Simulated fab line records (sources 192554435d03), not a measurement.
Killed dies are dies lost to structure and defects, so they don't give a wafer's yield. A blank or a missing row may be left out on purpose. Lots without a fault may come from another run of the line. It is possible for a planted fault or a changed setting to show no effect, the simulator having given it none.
Which tool did it?	flow n5_finfet	15 lots with 43 wafers sampled at 6 steps, on a route of 1938 steps

## WHAT THE GAUGES SHOWED, per wafer
N5_BEOL_M12_THK_MEAS_50: measures by xrf. Usual: M12_THK typically reads 319 nm, with standard deviation 5.4.
lot	measured	on	M12_THK (nm)	flag
L368	day 10 08:29	film_metro-02	320 318 318	
L369	day 11 02:55	film_metro-01	317 315 316	
L370	day 11 06:08	film_metro-01	321 317 323	
L374	day 12 05:21	film_metro-01	328 326 324	
L376	day 12 07:44	film_metro-01	320 316	
L375	day 12 13:11	film_metro-02	311 318	
L381	day 13 19:15	film_metro-01	321 325 314	
L384	day 14 03:06	film_metro-01	321 315 318	
L382	day 14 07:10	film_metro-01	324 312 311	
L386	day 15 04:07	film_metro-01	325 327 324	
L388	day 15 07:50	film_metro-02	323 318 316	
L387	day 15 17:41	film_metro-01	332 327 331	
L389	day 15 18:13	film_metro-02	313 321 319	
L390	day 15 21:27	film_metro-02	312 314 308	
L391	day 16 17:59	film_metro-01	325 322 312	

N5_BEOL_M13_CD_MEAS_28 targets a cd of 209.5 nm. Usual: cd_nm 209.9 nm, standard deviation 0.9.
lot	measured	on	cd_nm (nm)	flag
L368	day 10 10:08	cd_sem-02	211.2 210.4 209.2	
L369	day 11 04:40	cd_sem-02	210.2 210.3 209.6	
L370	day 11 07:55	cd_sem-02	209.0 209.6 208.5	
L374	day 12 07:07	cd_sem-02	242.5 211.0 210.2	OFF
L376	day 12 09:59	cd_sem-01	241.0 240.8	OFF
L375	day 12 14:49	cd_sem-03	210.2 245.9	OFF
L381	day 13 20:50	cd_sem-01	208.7 209.3 208.8	
L384	day 14 04:49	cd_sem-03	209.8 211.3 209.0	
L382	day 14 08:47	cd_sem-01	210.3 210.4 211.0	
L386	day 15 05:43	cd_sem-03	208.0 210.1 209.6	
L388	day 15 09:35	cd_sem-03	209.9 207.7 209.5	
L387	day 15 19:26	cd_sem-03	209.8 208.9 209.3	
L389	day 15 19:58	cd_sem-02	210.8 209.6 210.8	
L390	day 15 23:17	cd_sem-03	210.5 211.0 209.7	
L391	day 16 20:00	cd_sem-02	209.8 208.6 209.8	

N5_BEOL_M15_RC_MEAS_101. Usual: COMB_M10 1.49e-11 S/m, standard deviation 2.9e-12; COMB_M11 1.52e-11 S/m, standard deviation 2.9e-12; COMB_M12 7.4e-12 S/m, standard deviation 1.3e-12; COMB_M14 4.2e-12 S/m, standard deviation 6.8e-13; COMB_M15 3.2e-12 S/m, standard deviation 5.8e-13; COMB_M5 3.7e-11 S/m, standard deviation 7.5e-12; COMB_M6 2.7e-11 S/m, standard deviation 5.5e-12; COMB_M7 2.6e-11 S/m, standard deviation 4.9e-12; COMB_M8 2.6e-11 S/m, standard deviation 5.4e-12; COMB_M9 1.5e-11 S/m, standard deviation 3.2e-12; SERP_M10 3.09 ohm/um, standard deviation 0.062; SERP_M11 3.05 ohm/um, standard deviation 0.072; SERP_M12 0.636 ohm/um, standard deviation 0.015; SERP_M13 0.308 ohm/um, standard deviation 0.0057; SERP_M13_max_site 0.312 ohm/um, standard deviation 0.006; SERP_M14 0.162 ohm/um, standard deviation 0.003; SERP_M5 38.0 ohm/um, standard deviation 1.3; SERP_M6 13.9 ohm/um, standard deviation 0.5; SERP_M7 13.8 ohm/um, standard deviation 0.48; SERP_M8 13.8 ohm/um, standard deviation 0.45; SERP_M9 3.06 ohm/um, standard deviation 0.076.
lot	measured	on	COMB_M10 (S/m)	COMB_M11 (S/m)	COMB_M12 (S/m)	COMB_M14 (S/m)	COMB_M15 (S/m)	COMB_M5 (S/m)	COMB_M6 (S/m)	COMB_M7 (S/m)	COMB_M8 (S/m)	COMB_M9 (S/m)	SERP_M10 (ohm/um)	SERP_M11 (ohm/um)	SERP_M12 (ohm/um)	SERP_M13 (ohm/um)	SERP_M13_max_site (ohm/um)	SERP_M14 (ohm/um)	SERP_M5 (ohm/um)	SERP_M6 (ohm/um)	SERP_M7 (ohm/um)	SERP_M8 (ohm/um)	SERP_M9 (ohm/um)	flag
L368	day 11 00:22	prober-01	1.56e-11 1.93e-11 1.71e-11	1.33e-11 1.36e-11 2.03e-11	8.9e-12 6.5e-12 7.9e-12	4.9e-12 3.8e-12 4.3e-12	2.4e-12 3.4e-12 3.1e-12	5.1e-11 3e-11 3.4e-11	3.4e-11 2.2e-11 2.6e-11	2e-11 3.1e-11 2.7e-11	2.8e-11 2.7e-11 2.4e-11	1.5e-11 1.9e-11 1.1e-11	3.00 3.10 3.10	3.05 3.01 2.94	0.640 0.644 0.646	0.309 0.304 0.300	0.313 0.309 0.303	0.162 0.165 0.166	36.8 38.4 38.4	13.4 13.1 13.4	14.5 14.1 15.0	13.6 13.6 13.6	3.07 2.94 2.99	
L369	day 11 20:24	prober-02	1.69e-11 1.8e-11 1.48e-11	1.65e-11 1.06e-11 1.99e-11	8.6e-12 9.1e-12 8e-12	4.3e-12 5.2e-12 4.7e-12	3.2e-12 3.6e-12 4.7e-12	4.4e-11 4.1e-11 3.5e-11	2.9e-11 2.6e-11 3e-11	2.1e-11 2.2e-11 1.6e-11	2.4e-11 3e-11 2.9e-11	1.3e-11 1.5e-11 1.5e-11	3.11 3.16 3.09	3.04 3.10 3.11	0.648 0.651 0.647	0.312 0.294 0.311	0.315 0.298 0.316	0.163 0.164 0.159	37.6 38.3 39.2	13.7 13.6 14.1	14.3 15.6 14.5	14.4 14.2 13.9	3.03 3.08 3.15	
L370	day 12 00:10	prober-01	1.57e-11 1.69e-11 1.99e-11	1.05e-11 1.49e-11 1.42e-11	7.3e-12 8.2e-12 8.6e-12	3.4e-12 4.1e-12 4e-12	3.1e-12 2.9e-12 3.2e-12	3.8e-11 4e-11 5.1e-11	2.1e-11 2.4e-11 2.2e-11	2.3e-11 2.4e-11 2.4e-11	3.2e-11 2.2e-11 2.7e-11	9e-12 1.2e-11 1.1e-11	3.05 3.13 3.10	2.94 3.11 2.98	0.623 0.627 0.621	0.307 0.311 0.313	0.310 0.313 0.314	0.164 0.163 0.160	39.0 39.5 39.8	14.3 14.5 14.3	14.0 14.6 13.3	13.4 13.5 13.9	3.06 3.20 3.08	
L374	day 13 04:18	prober-01	1.71e-11 1.16e-11 1.29e-11	1.63e-11 1.68e-11 1.89e-11	5.1e-12 5.9e-12 6.1e-12	3.8e-12 3.9e-12 4.4e-12	2.7e-12 3.7e-12 2.2e-12	3.6e-11 3.7e-11 4.2e-11	2.2e-11 2.5e-11 2.7e-11	3.6e-11 2.6e-11 2.3e-11	2.2e-11 2.1e-11 2.2e-11	1.1e-11 1.7e-11 1.8e-11	3.03 3.08 3.00	3.05 3.06 2.95	0.626 0.631 0.627	0.251 0.308 0.304	0.255 0.312 0.307	0.165 0.160 0.161	38.3 39.3 38.6	13.7 13.4 13.6	13.8 14.1 13.9	14.3 14.1 14.3	3.12 3.12 3.14	OFF
L376	day 13 04:11	prober-02	1.38e-11 1.23e-11	2.21e-11 1.69e-11	6.9e-12 8.9e-12	5e-12 3.9e-12	2.1e-12 2.5e-12	3.8e-11 3e-11	2.6e-11 2e-11	2.7e-11 3.1e-11	3e-11 3.1e-11	1.7e-11 2e-11	3.02 3.10	3.09 3.05	0.647 0.652	0.258 0.248	0.262 0.250	0.163 0.166	38.2 37.0	13.4 13.5	13.3 13.6	13.5 13.0	3.07 3.08	OFF
L375	day 13 05:46	prober-02	9.8e-12 1.19e-11	1.52e-11 2.13e-11	7.1e-12 5.4e-12	3.9e-12 4.1e-12	3.9e-12 3.9e-12	3.2e-11 4.5e-11	2.9e-11 2.3e-11	2.6e-11 3e-11	2.7e-11 2.6e-11	1.7e-11 1.1e-11	3.17 3.08	3.21 3.05	0.641 0.649	0.308 0.250	0.314 0.252	0.162 0.160	36.2 35.4	13.8 14.1	13.7 14.1	14.3 14.2	2.94 2.98	OFF
L381	day 14 13:32	prober-01	1.36e-11 1.27e-11 1.23e-11	1.63e-11 1.3e-11 1.28e-11	1.02e-11 8.9e-12 6.4e-12	5.2e-12 4.9e-12 5.2e-12	3.4e-12 3.1e-12 2.8e-12	3.2e-11 3.1e-11 4.1e-11	2.4e-11 2.3e-11 1.9e-11	3.1e-11 2.8e-11 2.8e-11	2.3e-11 2.2e-11 1.7e-11	1.1e-11 1.4e-11 8e-12	3.00 3.16 3.10	3.14 3.00 3.00	0.640 0.625 0.656	0.306 0.309 0.302	0.311 0.312 0.306	0.160 0.159 0.164	40.6 39.9 38.1	13.5 13.9 13.8	13.3 12.3 13.6	13.7 14.1 14.5	2.99 2.94 3.16	
L384	day 15 04:52	prober-02	1.17e-11 1.32e-11 1.21e-11	1.76e-11 1.37e-11 2.04e-11	6.4e-12 7.5e-12 9.8e-12	3.6e-12 4e-12 4.8e-12	3.6e-12 4.1e-12 4.2e-12	2.9e-11 3e-11 3.3e-11	3e-11 4.2e-11 2.5e-11	2.9e-11 4.1e-11 3e-11	2.8e-11 2.6e-11 2.6e-11	1.8e-11 1.7e-11 1.3e-11	3.06 3.13 3.31	3.06 3.10 3.05	0.630 0.646 0.637	0.316 0.304 0.308	0.321 0.308 0.313	0.166 0.164 0.161	39.7 41.0 40.9	14.5 14.5 14.7	14.5 14.3 13.8	13.4 13.6 13.4	2.97 3.08 2.99	
L382	day 15 04:47	prober-01	1.8e-11 1.38e-11 1.62e-11	1.73e-11 1.85e-11 1.4e-11	5.8e-12 9.1e-12 8e-12	3.7e-12 4.2e-12 4e-12	2.6e-12 3e-12 3e-12	4.2e-11 3.7e-11 3.9e-11	2.5e-11 1.8e-11 2.4e-11	3.2e-11 2.5e-11 2.3e-11	3.1e-11 2.4e-11 2.8e-11	1.5e-11 1.7e-11 1.6e-11	3.09 3.04 3.17	3.05 2.93 3.04	0.634 0.665 0.662	0.304 0.309 0.309	0.307 0.313 0.314	0.158 0.160 0.159	38.9 39.0 39.4	13.7 13.9 14.4	14.3 14.2 13.7	13.4 13.2 13.5	3.07 3.05 3.07	
L386	day 15 22:14	prober-01	1.37e-11 9.1e-12 1.03e-11	1.5e-11 1.31e-11 1.22e-11	6.4e-12 5.9e-12 7.1e-12	4.3e-12 3.4e-12 3.5e-12	4.2e-12 3.2e-12 3.4e-12	6e-11 5.9e-11 4.1e-11	2.3e-11 2.8e-11 2.8e-11	4.2e-11 3.2e-11 3.8e-11	2.2e-11 2.2e-11 2.5e-11	1.2e-11 1.2e-11 1.4e-11	2.99 3.04 3.00	3.06 2.95 3.15	0.596 0.625 0.610	0.315 0.300 0.301	0.319 0.303 0.303	0.159 0.164 0.161	37.8 40.0 38.0	13.1 13.8 13.6	13.5 14.0 13.3	14.0 14.2 13.9	3.14 3.03 3.02	
L388	day 16 02:41	prober-02	1.2e-11 1.35e-11 1.53e-11	1.23e-11 1.44e-11 1.59e-11	8e-12 7.5e-12 6.8e-12	6.2e-12 4.9e-12 5e-12	3.5e-12 4.3e-12 3e-12	4.2e-11 5.3e-11 3.8e-11	3.1e-11 2.9e-11 2.5e-11	2.2e-11 2.1e-11 2.4e-11	1.8e-11 3e-11 1.8e-11	1.4e-11 1.7e-11 2e-11	3.13 3.11 3.10	2.91 2.94 3.01	0.618 0.637 0.626	0.303 0.313 0.310	0.307 0.318 0.314	0.162 0.161 0.160	36.3 38.3 38.5	14.1 14.8 14.7	14.1 14.1 13.6	13.3 13.3 13.8	2.91 3.01 3.10	
L387	day 16 08:49	prober-01	1.73e-11 1.82e-11 1.51e-11	1.94e-11 1.82e-11 1.9e-11	9.2e-12 8e-12 5.6e-12	4.7e-12 3.4e-12 4.5e-12	2.6e-12 3.2e-12 3.3e-12	5.4e-11 4.6e-11 4e-11	3.4e-11 3.3e-11 2.4e-11	2.7e-11 2.4e-11 2.2e-11	3.1e-11 3.3e-11 3.5e-11	1.3e-11 1.3e-11 1.6e-11	3.08 3.07 3.03	2.91 3.12 3.10	0.606 0.617 0.617	0.311 0.313 0.315	0.316 0.315 0.321	0.164 0.159 0.159	38.5 38.4 37.7	14.0 13.4 14.0	13.0 13.8 13.2	13.5 14.3 13.4	3.04 3.25 3.15	
L389	day 16 15:57	prober-02	1.42e-11 1.84e-11 1.95e-11	1.5e-11 1.12e-11 1.19e-11	6.4e-12 8.7e-12 7.9e-12	6.2e-12 3.9e-12 4.5e-12	3e-12 4.1e-12 3.1e-12	4e-11 4.1e-11 4.1e-11	2.3e-11 3.1e-11 2.4e-11	2.4e-11 2.1e-11 2.6e-11	2.9e-11 2.7e-11 2.4e-11	2.1e-11 1.5e-11 1.7e-11	3.01 3.12 3.02	3.08 2.98 3.02	0.635 0.629 0.629	0.301 0.316 0.307	0.303 0.321 0.313	0.165 0.165 0.166	38.9 40.9 38.1	15.1 13.5 14.2	14.1 13.8 14.5	14.0 14.0 14.0	3.14 2.99 2.97	
L390	day 16 16:13	prober-01	1.54e-11 1e-11 1.63e-11	1.39e-11 1.25e-11 1.43e-11	7.7e-12 1.07e-11 7.2e-12	4.4e-12 3.8e-12 4.2e-12	3.6e-12 2.7e-12 2.6e-12	3.8e-11 2.8e-11 3.5e-11	1.9e-11 3.3e-11 2e-11	1.9e-11 2.4e-11 2.5e-11	2.4e-11 1.9e-11 1.7e-11	1.7e-11 1.6e-11 1.2e-11	3.08 3.09 3.20	2.95 3.03 3.02	0.656 0.634 0.659	0.307 0.301 0.305	0.310 0.304 0.306	0.158 0.161 0.162	38.5 38.5 39.6	13.7 12.8 14.0	14.1 13.7 13.9	13.7 13.0 13.9	2.97 3.12 3.07	
L391	day 17 11:56	prober-01	1.77e-11 1.59e-11 1.11e-11	1.63e-11 1.91e-11 1.06e-11	8.2e-12 6e-12 9e-12	3.5e-12 3.8e-12 4.3e-12	2.9e-12 2.8e-12 3e-12	3.8e-11 4.4e-11 5.3e-11	2.6e-11 3.3e-11 3.5e-11	2.7e-11 2.2e-11 2.3e-11	1.9e-11 2.4e-11 2.2e-11	1.8e-11 1.7e-11 1.5e-11	3.02 3.08 3.12	3.03 3.00 3.11	0.616 0.617 0.658	0.303 0.317 0.306	0.308 0.318 0.310	0.162 0.162 0.162	39.9 39.1 39.0	14.0 14.2 13.7	13.3 13.3 13.6	13.6 13.5 13.5	2.95 2.94 3.01	

## WHICH TOOL RAN EACH LOT (tool, then ch and the chambers of the sampled wafers, then the start)
lot	N5_BEOL_M13_VIA_ETCH_16	N5_BEOL_M13_STRIP_64	N5_BEOL_M13_EXPOSE_25
L368	rie_diel-03 ch 2,3, day 10 09:20	plasma_asher-02 ch 0,1, day 10 09:39	krf_scanner-02 ch 0, day 10 09:59
L369	rie_diel-02 ch 2,3, day 11 03:52	plasma_asher-01 ch 0,1, day 11 04:09	krf_scanner-02 ch 0, day 11 04:30
L370	rie_diel-06 ch 0,1,2, day 11 07:07	plasma_asher-01 ch 0, day 11 07:25	krf_scanner-01 ch 0, day 11 07:46
L374	rie_diel-02 ch 1,2, day 12 06:14	plasma_asher-02 ch 0,1, day 12 06:31	krf_scanner-01 ch 0, day 12 06:57
L376	rie_diel-06 ch 1,3, day 12 09:10	plasma_asher-02 ch 0,1, day 12 09:28	krf_scanner-01 ch 0, day 12 09:49
L375	rie_diel-03 ch 1,3, day 12 14:02	plasma_asher-02 ch 0, day 12 14:21	krf_scanner-01 ch 0, day 12 14:39
L381	rie_diel-06 ch 1,2,3, day 13 20:04	plasma_asher-01 ch 0,1, day 13 20:23	krf_scanner-02 ch 0, day 13 20:41
L384	rie_diel-03 ch 0,1, day 14 03:55	plasma_asher-02 ch 0,1, day 14 04:13	krf_scanner-02 ch 0, day 14 04:38
L382	rie_diel-03 ch 2,3, day 14 07:59	plasma_asher-02 ch 0,1, day 14 08:16	krf_scanner-02 ch 0, day 14 08:37
L386	rie_diel-06 ch 1,2, day 15 04:56	plasma_asher-02 ch 0,1, day 15 05:15	krf_scanner-02 ch 0, day 15 05:33
L388	rie_diel-03 ch 0,2,3, day 15 08:45	plasma_asher-01 ch 0,1, day 15 09:07	krf_scanner-02 ch 0, day 15 09:25
L387	rie_diel-02 ch 0,2, day 15 18:40	plasma_asher-01 ch 0,1, day 15 18:58	krf_scanner-02 ch 0, day 15 19:16
L389	rie_diel-06 ch 0,1, day 15 19:11	plasma_asher-02 ch 0, day 15 19:29	krf_scanner-02 ch 0, day 15 19:48
L390	rie_diel-03 ch 0,1,2, day 15 22:23	plasma_asher-02 ch 0,1, day 15 22:41	krf_scanner-01 ch 0, day 15 23:07
L391	rie_diel-06 ch 2,3, day 16 19:05	plasma_asher-02 ch 1, day 16 19:23	krf_scanner-01 ch 0, day 16 19:50
- N5_BEOL_M13_VIA_ETCH_16: etches SiOC in C4F8/O2/Ar, target depth 921.7 nm.
- N5_BEOL_M13_STRIP_64: strips in N2/H2.
- N5_BEOL_M13_EXPOSE_25: exposes mask M13, target cd 210 nm.

## AS READ BY THE TOOLS THEMSELVES (means over the sampled wafers that have a number; for cases with no such wafer, the mark the record gives instead)
N5_BEOL_M13_VIA_ETCH_16. Usual: drypump_motor_current_A 5.9 A, standard deviation 0.44; oes_product_au 0.73 a.u., standard deviation 0.067; rf_vpp_V 666 V, standard deviation 3.2; showerhead_plenum_p_Torr 3.43 Torr, standard deviation 0.11; throttle_valve_pct 24.18 %, standard deviation 0.21.
lot	tool	drypump_motor_current_A (A)	oes_product_au (a.u.)	rf_vpp_V (V)	showerhead_plenum_p_Torr (Torr)	throttle_valve_pct (%)	flag
L368	rie_diel-03	5.3	0.73	663	3.31	24.26	
L369	rie_diel-02	6.0	0.71	664	3.38	24.45	
L370	rie_diel-06	5.8	0.83	666	3.44	24.07	
L374	rie_diel-02	6.2	0.65	663	3.35	24.37	
L376	rie_diel-06	6.1	0.76	668	3.53	23.95	
L375	rie_diel-03	5.7	0.73	666	3.44	24.39	
L381	rie_diel-06	5.8	0.75	668	3.50	24.05	
L384	rie_diel-03	6.2	0.67	666	3.46	24.39	
L382	rie_diel-03	5.3	0.74	663	3.32	24.31	
L386	rie_diel-06	5.5	0.75	667	3.46	24.15	
L388	rie_diel-03	5.7	0.72	663	3.31	24.27	
L387	rie_diel-02	6.1	0.67	667	3.46	24.16	
L389	rie_diel-06	6.1	0.78	665	3.43	24.04	
L390	rie_diel-03	6.0	0.67	665	3.37	24.34	
L391	rie_diel-06	5.4	0.72	666	3.48	24.15	

N5_BEOL_M13_STRIP_64. Usual: drypump_motor_current_A 6.23 A, standard deviation 0.29; heater_power_w 318 W, standard deviation 16; oes_product_au 0.715 a.u., standard deviation 0.0042; strip_time_to_endpoint_s 31.33 s, standard deviation 0.072.
lot	tool	drypump_motor_current_A (A)	heater_power_w (W)	oes_product_au (a.u.)	strip_time_to_endpoint_s (s)	flag
L368	plasma_asher-02	6.44	329	0.715	31.38	
L369	plasma_asher-01	5.85	298	0.714	31.36	
L370	plasma_asher-01	5.75	313	0.718	31.41	
L374	plasma_asher-02	6.39	327	0.715	31.32	
L376	plasma_asher-02	6.43	326	0.712	31.42	
L375	plasma_asher-02	6.39	330	0.714	31.34	
L381	plasma_asher-01	5.80	307	0.713	31.34	
L384	plasma_asher-02	6.43	323	0.716	31.42	
L382	plasma_asher-02	6.44	320	0.713	31.32	
L386	plasma_asher-02	6.43	324	0.715	31.28	
L388	plasma_asher-01	5.87	295	0.717	31.39	
L387	plasma_asher-01	5.82	304	0.716	31.26	
L389	plasma_asher-02	6.40	331	0.713	31.32	
L390	plasma_asher-02	6.44	325	0.715	31.45	
L391	plasma_asher-02	6.45	322	0.714	31.21	

## THE ANSWER, worked out from the rows above alone
Rule: lot off if the mean of its wafers having a number is beyond 3 standard deviations from the usual mean. A lot without any number at a reading at which 4 lots or more have one is off too. Any other lot the step has rows for is counted as sound. The gauges are gone through in route order, then the tools' own readings, and for those a lot's mean is taken as printed above. The first step at which some lot is off is used, and at that step the reading that is off furthest; a lot without a number counts as furthest.
Off at N5_BEOL_M13_CD_MEAS_28 (cd_nm): L374, L376, L375.
A tool fits if, at a process step before that reading, it ran every lot that is off, and no sound lot after the first of them. The gauges at N5_BEOL_M13_CD_MEAS_28 aren't tried: what is off there is off at N5_BEOL_M15_RC_MEAS_101 too, on other tools, and a gauge's error can't cause that. None of those tried fits.

## WHAT THE SIMULATOR HAD PUT IN
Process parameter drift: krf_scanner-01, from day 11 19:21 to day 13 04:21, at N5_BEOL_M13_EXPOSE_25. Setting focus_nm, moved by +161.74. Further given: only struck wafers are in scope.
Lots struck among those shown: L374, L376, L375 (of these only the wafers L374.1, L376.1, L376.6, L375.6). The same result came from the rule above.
